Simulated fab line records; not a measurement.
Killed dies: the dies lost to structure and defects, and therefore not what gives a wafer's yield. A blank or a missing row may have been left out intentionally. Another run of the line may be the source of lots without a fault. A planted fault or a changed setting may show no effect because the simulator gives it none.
Matching of chambers || flow nand harc || NHARC_P_CONTACT_ETCH_35 on rie diel-11: 4 sister chambers
The step etches the open film in CF4, target depth 39 nm, time 65 s. 14 wafers are shown with their chamber, then 7 later ones without.

## WAFERS, EACH WITH ITS CHAMBER
{"wafer": "L074.1", "chamber": 1, "drypump motor current A (A)": 6.5, "oes product au (a.u.)": 0.993, "throttle valve pct (%)": 13.271}
{"wafer": "L074.5", "chamber": 2, "drypump motor current A (A)": 5.2, "oes product au (a.u.)": 1.005, "throttle valve pct (%)": 13.292}
{"wafer": "L074.6", "chamber": 3, "drypump motor current A (A)": 6.2, "oes product au (a.u.)": 1.025, "throttle valve pct (%)": 13.290}
{"wafer": "L075.1", "chamber": 2, "drypump motor current A (A)": 5.2, "oes product au (a.u.)": 1.002, "throttle valve pct (%)": 13.294}
{"wafer": "L075.2", "chamber": 0, "drypump motor current A (A)": 5.7, "oes product au (a.u.)": 0.992, "throttle valve pct (%)": 13.279}
{"wafer": "L075.6", "chamber": 2, "drypump motor current A (A)": 5.2, "oes product au (a.u.)": 1.008, "throttle valve pct (%)": 13.284}
{"wafer": "L079.2", "chamber": 0, "drypump motor current A (A)": 5.7, "oes product au (a.u.)": 0.996, "throttle valve pct (%)": 13.301}
{"wafer": "L079.4", "chamber": 1, "drypump motor current A (A)": 6.5, "oes product au (a.u.)": 0.989, "throttle valve pct (%)": 13.283}
{"wafer": "L079.6", "chamber": 1, "drypump motor current A (A)": 6.6, "oes product au (a.u.)": 0.994, "throttle valve pct (%)": 13.273}
{"wafer": "L089.2", "chamber": 2, "drypump motor current A (A)": 5.2, "oes product au (a.u.)": 1.000, "throttle valve pct (%)": 13.292}
{"wafer": "L089.4", "chamber": 3, "drypump motor current A (A)": 6.2, "oes product au (a.u.)": 0.997, "throttle valve pct (%)": 13.280}
{"wafer": "L089.6", "chamber": 3, "drypump motor current A (A)": 6.2, "oes product au (a.u.)": 1.014, "throttle valve pct (%)": 13.294}
{"wafer": "L090.1", "chamber": 3, "drypump motor current A (A)": 6.2, "oes product au (a.u.)": 1.012, "throttle valve pct (%)": 13.289}
{"wafer": "L090.3", "chamber": 1, "drypump motor current A (A)": 6.5, "oes product au (a.u.)": 0.989, "throttle valve pct (%)": 13.285}

SIGNATURES, as means of the wafers listed above
{"reading": "drypump motor current A", "chamber 0": 5.700, "chamber 1": 6.525, "chamber 2": 5.200, "chamber 3": 6.200, "scatter within a chamber": 0.0274}
{"reading": "oes product au", "chamber 0": 0.99400, "chamber 1": 0.99125, "chamber 2": 1.00375, "chamber 3": 1.01200, "scatter within a chamber": 0.00681}
{"reading": "throttle valve pct", "chamber 0": 13.29000, "chamber 1": 13.27800, "chamber 2": 13.29050, "chamber 3": 13.28825, "scatter within a chamber": 0.00744}
Rule: for each reading, subtract the chamber's mean from the wafer's reading, divide by that reading's scatter and square the result; add these up over the readings and take the root, which gives the wafer's distance from the chamber. If the next closest chamber is less than 2 further off than the closest, the wafer can't be placed; otherwise it belongs to the closest. The scatter: the root of (the sum of the squares of (reading less its chamber's mean) over the shown wafers, divided by (wafers less chambers)).

## WAFERS WHOSE CHAMBER IS MISSING
{"wafer": "L090.6", "drypump motor current A (A)": 5.2, "oes product au (a.u.)": 1.002, "throttle valve pct (%)": 13.289}
{"wafer": "L093.1", "drypump motor current A (A)": 6.5, "oes product au (a.u.)": 0.978, "throttle valve pct (%)": 13.293}
{"wafer": "L093.3", "drypump motor current A (A)": 5.2, "oes product au (a.u.)": 0.990, "throttle valve pct (%)": 13.282}
{"wafer": "L093.6", "drypump motor current A (A)": 6.1, "oes product au (a.u.)": 1.005, "throttle valve pct (%)": 13.296}
{"wafer": "L096.2", "drypump motor current A (A)": 6.5, "oes product au (a.u.)": 0.971, "throttle valve pct (%)": 13.285}
{"wafer": "L096.4", "drypump motor current A (A)": 5.2, "oes product au (a.u.)": 1.002, "throttle valve pct (%)": 13.283}
{"wafer": "L096.6", "drypump motor current A (A)": 5.7, "oes product au (a.u.)": 1.005, "throttle valve pct (%)": 13.288}

## EACH ONE'S CHAMBER
{"wafer": "L090.6", "from the rows above": 2, "in truth": 2}
{"wafer": "L093.1", "from the rows above": 1, "in truth": 1}
{"wafer": "L093.3", "from the rows above": 2, "in truth": 2}
{"wafer": "L093.6", "from the rows above": 3, "in truth": 3}
{"wafer": "L096.2", "from the rows above": 1, "in truth": 1}
{"wafer": "L096.4", "from the rows above": 2, "in truth": 2}
{"wafer": "L096.6", "from the rows above": 0, "in truth": 0}
Placed correctly: 7 of 7. Left unplaced by these rows: 0. Number placed wrongly: 0.
